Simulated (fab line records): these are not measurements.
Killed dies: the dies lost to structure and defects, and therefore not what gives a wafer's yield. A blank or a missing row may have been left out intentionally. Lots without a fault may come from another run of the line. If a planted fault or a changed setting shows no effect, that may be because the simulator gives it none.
Lot-split experiment | flow n5Finfet | on a route of 1938 steps: 7 lots, 21 wafers read

## ABOUT THE SPLIT
At N5_DUMMY_GATE_ETCH_37 (etches SOC in N2/H2, target depth 60 nm, overetch 30 nm), the setting sourceW was moved away from the recipe's 840 W on 9 of the 21 wafers read, by -12.5% to +11.5%. This setting was run at the recipe's value on the other wafers.

The split's own step is where the reading is taken.

## THE READING
rfVppV, in V, at N5_DUMMY_GATE_ETCH_37 (etches SOC in N2/H2, target depth 60 nm, overetch 30 nm). On this fab line, fault-free wafers typically give 524.3 V with a standard deviation of 2.3 V.

wafer  | tool, chamber at the split | sourceW as run, W | against the recipe | rfVppV, V | against lot-mates on the recipe
L077.1 | rieDiel-06, 1              | 893.3             | +6.3%              | 515.1     | -10.8
L077.4 | rieDiel-06, 1              | 840               | recipe             | 525.9     | -
L077.6 | rieDiel-06, 2              | 893.3             | +6.3%              | 511.6     | -14.3
L079.3 | rieDiel-03, 1              | 840               | recipe             | 527.3     | -
L079.5 | rieDiel-03, 2              | 840               | recipe             | 523.8     | -
L079.6 | rieDiel-03, 1              | 840               | recipe             | 527.3     | -
L080.2 | rieDiel-03, 3              | 840               | recipe             | 522.9     | -
L080.3 | rieDiel-03, 2              | 800.3             | -4.7%              | 532.7     | +9.8
L080.4 | rieDiel-03, 1              | 800.3             | -4.7%              | 536.1     | +13.2
L083.3 | rieDiel-06, 1              | 734.6             | -12.5%             | 549.2     | +27.2
L083.4 | rieDiel-06, 0              | 840               | recipe             | 522.0     | -
L083.5 | rieDiel-06, 0              | 734.6             | -12.5%             | 546.7     | +24.7
L085.1 | rieDiel-03, 0              | 840               | recipe             | 527.6     | -
L085.5 | rieDiel-03, 0              | 879.4             | +4.7%              | 518.1     | -9.5
L085.6 | rieDiel-03, 1              | 879.4             | +4.7%              | 519.0     | -8.6
L088.1 | rieDiel-05, 2              | 840               | recipe             | 522.7     | -
L088.5 | rieDiel-05, 2              | 840               | recipe             | 522.4     | -
L088.6 | rieDiel-05, 3              | 840               | recipe             | 526.4     | -
L090.1 | rieDiel-03, 2              | 936.6             | +11.5%             | 504.9     | -22.0
L090.3 | rieDiel-03, 3              | 840               | recipe             | 526.7     | -
L090.4 | rieDiel-03, 0              | 840               | recipe             | 527.0     | -

FIT RESULTS
A straight line over all 21 wafers: rfVppV changes by -1.79 V for each +1% of sourceW; r = -0.98; the points scatter about the line by 2 V.
The same after taking each lot's own level away (the mean of its wafers on the recipe; 21 wafers): -2.04 V for each +1%; r = -0.99; scatter 1.5 V.
That fit puts the effect of the largest move of sourceW on the reading at 26 V.
From 522.00 to 527.60 V: that is the span of the lots' own levels, equal to 2.4 times the standard deviation above.
Thus the slope moves with the lot-to-lot level: the two fits are different.
Check: +25.4 V against its lot-mates is what the line predicts for one of the wafers moved furthest among these (-12.5%) when that wafer is left out of the fit. Against them it came out at +27.2 V.
Tool readings at the split's step, against how far the setting was moved: rfVppV r = -0.98.

## FILE'S OWN FIT
rfVppV changes by -2.02 V for each +1% of sourceW, r = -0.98.
